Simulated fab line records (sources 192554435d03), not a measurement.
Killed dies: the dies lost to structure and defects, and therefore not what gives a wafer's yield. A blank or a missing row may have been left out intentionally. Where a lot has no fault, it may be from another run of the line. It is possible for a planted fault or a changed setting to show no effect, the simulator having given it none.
Struck lot and sound lot, side by side + flow n5Finfet + 22 out of 1938 route steps
Sound: these wafers, L363.1, L363.2, L363.6. Struck: wafers L367.2, L367.5, L367.6. The cause comes at the end.
Each step with rows lists, per side, the tool, then ch with its chambers, then its first start. Under that, the readings that differ: sound wafers + struck wafers + difference of the means + sigmas: that difference in standard deviations of wafers without a fault.
alike: same words and numbers on both sides, and readings whose means sit less than 2 such deviations apart. not compared: any withheld reading, any reading some wafer has no value for, any bound like >300 that may hide the same value, and any number with overlapping values for which the record gives no deviation.
Wherever a step has rows on one side only, a row that says differs or no value, or a row with sigmas, the two part there. When numbers do not overlap yet have no deviation, they are printed without sigmas and do not part them. A reading that every wafer of one side lacks parts them only if that side has two wafers or more.

N5_STI_FIN_REVEAL_THK_MEAS_05:
  sound: filmMetro-02 at day 2 10:15; struck: filmMetro-02 at day 3 11:43
  alike: thkNm
N5_STI_FIN_REVEAL_DENSIFY_30:
  sound on rtpAnneal-01 ch 0, day 2 10:17; struck on rtpAnneal-02 ch 0, day 3 11:52
  alike: lampPowerPct
  not compared: wafer_temp_C_max
N5_STI_FIN_REVEAL_ETCHBACK_08: etches SiO2 in C4F6/O2, target depth 30.5 nm, time 10.167 s.
  sound on rieDiel-05 ch 0,2, day 2 10:29; struck on rieDiel-05 ch 1,2, day 3 12:03
  alike: chamberPressureMTorr, drypumpMotorCurrentA, oesProductAu, rfVppV, showerheadPlenumPTorr, throttleValvePct
  not compared: rfHoursCounterH
then, 5 steps without rows for these wafers: N5_STI_FIN_REVEAL_STRIP_24 (strips in N2/H2, time 90 s); N5_STI_FIN_REVEAL_PRECLEAN_25 (cleans in SPM, time 90 s); N5_STI_FIN_REVEAL_PRECLEAN_26 (cleans in SC1, time 45 s); N5_STI_FIN_REVEAL_PRECLEAN_29 (cleans in DHF, time 30 s); N5_STI_FIN_REVEAL_SRD_12 (time 30 s).
N5_STI_FIN_REVEAL_RECESS_09: chemistry HF/NH3, target SiO2, afs cycles 11, target depth 42.5 nm, sublimation time 60 s.
  sound on vaporEtch-02 ch 0,1, day 2 10:44; struck on vaporEtch-01 ch 0,1, day 3 12:19
  alike: drypumpMotorCurrentA, sublimationTempC
then, 2 steps without rows for these wafers: N5_STI_FIN_REVEAL_STRIP_16 (strips SiNx in H3PO4, target depth 23.8 nm); N5_STI_FIN_REVEAL_PRECLEAN_17 (cleans in NF3:NH3, afs cycles 1, time 20 s, sublimation time 60 s).
N5_STI_FIN_REVEAL_ETCH_34: etches Si in H2, material Si, target depth 0.97 nm.
  sound on rieSi-03 ch 1,2,3, day 2 12:50; struck on rieSi-01 ch 1,2,3, day 3 14:24
  alike: chamberPressureMTorr, drypumpMotorCurrentA, oesProductAu, throttleValvePct
  not compared: rfHoursCounterH
N5_STI_FIN_REVEAL_OXIDATION_31: chemistry O2 PLASMA REMOTE, time 20 s.
  sound on plasmaAsher-02 ch 0,1, day 2 12:53; struck on plasmaAsher-01 ch 0,1, day 3 14:28
  no value came back on the struck wafers for chamberPressureMTorr (mTorr), drypumpMotorCurrentA (A), heaterPowerW (W); on the sound wafers chamberPressureMTorr (mTorr) reads 1000.0 1000.4 1002.0
| reading                                            | sound | struck            | difference | sigmas |
|----------------------------------------------------|-------|-------------------|------------|--------|
| model.Si_of_PMOS_HMC_CHANNEL_EPI_EPI_26.thkNm (nm) | 3 3 3 | 3.395 3.394 3.385 | +0.391     |        |
  not compared: rfHoursCounterH
then, 3 steps without rows for these wafers: N5_STI_FIN_REVEAL_PRECLEAN_32 (cleans in NF3:NH3, afs cycles 1, time 20 s, sublimation time 60 s); N5_STI_FIN_REVEAL_STRIP_35 (strips Si3N4 in H3PO4, target depth 4 nm, time 39 s); N5_STI_FIN_REVEAL_SRD_21 (time 30 s).
N5_STI_FIN_REVEAL_OXIDATION_33: chemistry O2 PLASMA REMOTE, time 20 s.
  sound on plasmaAsher-01 ch 0,1, day 2 13:14; struck on plasmaAsher-01 ch 0,1, day 3 14:49
  alike: chamberPressureMTorr, drypumpMotorCurrentA, heaterPowerW
  not compared: rfHoursCounterH
N5_STI_FIN_REVEAL_CLEAN_19: cleans in O3/DIW, time 120 s.
  sound on wetBench-02 ch 0,3,5, day 2 13:20; struck on wetBench-02 ch 5,6,7, day 3 14:54
| reading                                            | sound       | struck      | difference | sigmas |
|----------------------------------------------------|-------------|-------------|------------|--------|
| model.Si_of_PMOS_HMC_CHANNEL_EPI_EPI_26.thkNm (nm) | 2.4 2.4 2.4 | 2.8 2.8 2.8 | +0.4       |        |
  alike: bathHeatDutyPct
then, 1 step without rows for these wafers: N5_STI_FIN_REVEAL_SRD_23 (time 30 s).
N5_STI_FIN_REVEAL_CD_MEAS_22: target cd 6.238 nm, pitch 28 nm.
  sound: cdSem-01 at day 2 13:25; struck: cdSem-02 at day 3 14:59
| reading   | sound          | struck         | difference | sigmas |
|-----------|----------------|----------------|------------|--------|
| cdNm (nm) | 6.52 6.73 6.03 | 7.46 7.35 7.51 | +1.01      | +4     |
N5_STI_FIN_REVEAL_FIN_H_MEAS_10:
  sound: ocd-01 at day 2 13:26; struck: ocd-01 at day 3 15:01
  alike: trenchDepthNm
following that, these wafers have no rows for 1 step: N5_PASSIVATION_PROBE_49.

## WHERE THEY PART
Last at N5_STI_FIN_REVEAL_CD_MEAS_22 as far as this record goes, first at N5_STI_FIN_REVEAL_OXIDATION_31. Later steps at which nothing parts them and some readings are alike: N5_STI_FIN_REVEAL_FIN_H_MEAS_10.

WHY: the cause the simulator had injected
Entire step skipped (plasmaAsher-01, N5_STI_FIN_REVEAL_OXIDATION_31), from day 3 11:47 onward. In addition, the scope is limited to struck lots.
